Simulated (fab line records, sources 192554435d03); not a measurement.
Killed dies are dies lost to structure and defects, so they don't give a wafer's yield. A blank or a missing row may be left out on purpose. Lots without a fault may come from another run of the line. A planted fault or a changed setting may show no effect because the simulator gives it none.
Which tool did it? | flow n5_finfet | 11 lots, 33 wafers sampled, at 3 steps of a route of 1938

WHAT THE GAUGES READ, wafer by wafer
N5_BEOL_M10_THK_MEAS_01.
lot  | measured     | on            | M10_ILD_THK (nm)
L077 | day 10 09:15 | film_metro-01 | 265 269 267
L075 | day 10 16:48 | film_metro-01 | 263 269 267
L080 | day 11 02:41 | film_metro-02 | 269 271 276
L082 | day 11 14:52 | film_metro-02 | 262 269 265
L085 | day 12 12:52 | film_metro-02 | 265 268 268
L084 | day 13 09:14 | film_metro-02 | 266 274 271
L090 | day 13 09:26 | film_metro-02 | 266 267 272
L089 | day 13 14:03 | film_metro-01 | 264 269 269
L092 | day 14 12:28 | film_metro-02 | 271 274 274
L093 | day 14 21:15 | film_metro-02 | 264 265 266
L097 | day 16 06:56 | film_metro-02 | 268 269 267

WHICH TOOL RAN EACH LOT (tool, then ch and the chambers of the sampled wafers, then the start)
lot  | N5_BEOL_M9_HM_OPEN_17             | N5_BEOL_M9_CURE_72
L077 | rie_metal-02 ch 0,1, day 10 03:22 | uv_cure-03 ch 1, day 10 05:34
L075 | rie_metal-02 ch 0,1, day 10 11:29 | uv_cure-02 ch 1, day 10 12:59
L080 | rie_metal-02 ch 0, day 10 21:40   | uv_cure-01 ch 2, day 10 23:09
L082 | rie_metal-01 ch 1, day 11 09:15   | uv_cure-01 ch 1, day 11 11:51
L085 | rie_metal-01 ch 0,1, day 12 07:17 | uv_cure-03 ch 2, day 12 09:50
L084 | rie_metal-03 ch 0,1, day 13 02:44 | uv_cure-01 ch 1, day 13 06:19
L090 | rie_metal-01 ch 0,1, day 13 04:40 | uv_cure-03 ch 1, day 13 06:29
L089 | rie_metal-02 ch 0,1, day 13 09:05 | uv_cure-03 ch 1, day 13 11:10
L092 | rie_metal-03 ch 0,1, day 14 05:49 | uv_cure-02 ch 2, day 14 07:29
L093 | rie_metal-03 ch 0,1, day 14 16:08 | uv_cure-03 ch 0, day 14 18:04
L097 | rie_metal-03 ch 0,1, day 15 23:06 | uv_cure-03 ch 0, day 16 02:33
- N5_BEOL_M9_HM_OPEN_17: chemistry Cl2/BCl3, target TiN, target depth 20 nm, overetch 6 nm.
- N5_BEOL_M9_CURE_72: cures SiCOH lowk, time 120 s.

THE ANSWER, worked out from the rows above alone
Rule: what is usual is taken from the lots themselves. Put in order of their means at a reading, lots are off if they are a third of the lots or fewer, leave a main group of 4 or more, and stand apart from it by a gap of 3 or more times the standard deviation of the main group's means; of several such gaps the widest counts. A main group whose means are all the same, to the digits that the tables above print for the reading, isn't used. A lot without any number at a reading at which 4 lots or more have one is off too. The other lots that the step has rows for count as sound.
No lot is off at any reading shown: from this, nothing can be told.

WHAT THE SIMULATOR HAD PUT IN
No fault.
